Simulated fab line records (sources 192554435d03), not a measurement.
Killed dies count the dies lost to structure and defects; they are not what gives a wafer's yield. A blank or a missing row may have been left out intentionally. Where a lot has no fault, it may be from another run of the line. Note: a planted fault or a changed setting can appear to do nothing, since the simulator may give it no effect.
Chamber matching | flow n5-finfet | ald-metal-02 running N5_HKMG_FIN_PWFM_ALD_03: 4 sister chambers
The step deposits TiN, target thk 2 nm, pulse time 1 s, purge time 3 s. 8 wafers are shown with their chamber, then 11 later ones without.

== WAFERS, EACH WITH ITS CHAMBER ==
wafer  | chamber | heater-power-w (W) | precursor-pulse-height-rel
L080.6 | 3       | 883                | 0.989
L081.3 | 0       | 917                | 1.022
L082.4 | 0       | 904                | 1.000
L084.4 | 3       | 889                | 1.000
L085.2 | 2       | 1093               | 0.964
L085.3 | 1       | 1044               | 0.979
L085.6 | 2       | 1070               | 1.005
L091.1 | 1       | 1022               | 0.968

== WAFERS MISSING THEIR CHAMBER ==
wafer  | heater-power-w (W) | precursor-pulse-height-rel
L091.4 | 898                | 1.020
L091.6 | 1081               | 0.979
L092.1 | 1080               | 1.026
L092.2 | 1044               | 0.971
L092.5 | 1023               | 1.013
L096.1 | 905                | 0.976
L096.2 | 1056               | 1.005
L096.3 | 1100               | 0.998
L094.1 | 925                | 1.007
L094.4 | 893                | 1.036
L094.5 | 1074               | 0.998

== THE CHAMBER EACH PASSED THROUGH ==
wafer  | from the rows above     | in truth
L091.4 | can't be placed: 0 or 3 | 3
L091.6 | 2                       | 2
L092.1 | 2                       | 2
L092.2 | 1                       | 1
L092.5 | 1                       | 1
L096.1 | can't be placed: 3 or 0 | 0
L096.2 | can't be placed: 2 or 1 | 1
L096.3 | 2                       | 2
L094.1 | 0                       | 0
L094.4 | can't be placed: 0 or 3 | 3
L094.5 | 2                       | 2
Correct placement for 7 of the 11. From these rows, 4 cannot be placed; in 4 the true chamber is one of the candidates. Number placed wrongly: 0.
How it was worked out, from the rows above alone: a wafer's distance from a chamber is the root of the sum, over the readings, of the square of ((its reading less the chamber's mean) divided by the reading's scatter). The wafer belongs to the nearest chamber; if the next one is less than 2 further off, it can't be placed. For every chamber, the mean is computed from those of its wafers that are shown. The scatter is the square root of a quotient: the sum, over the shown wafers, of each reading's squared deviation from its chamber's mean, divided by wafers minus chambers.
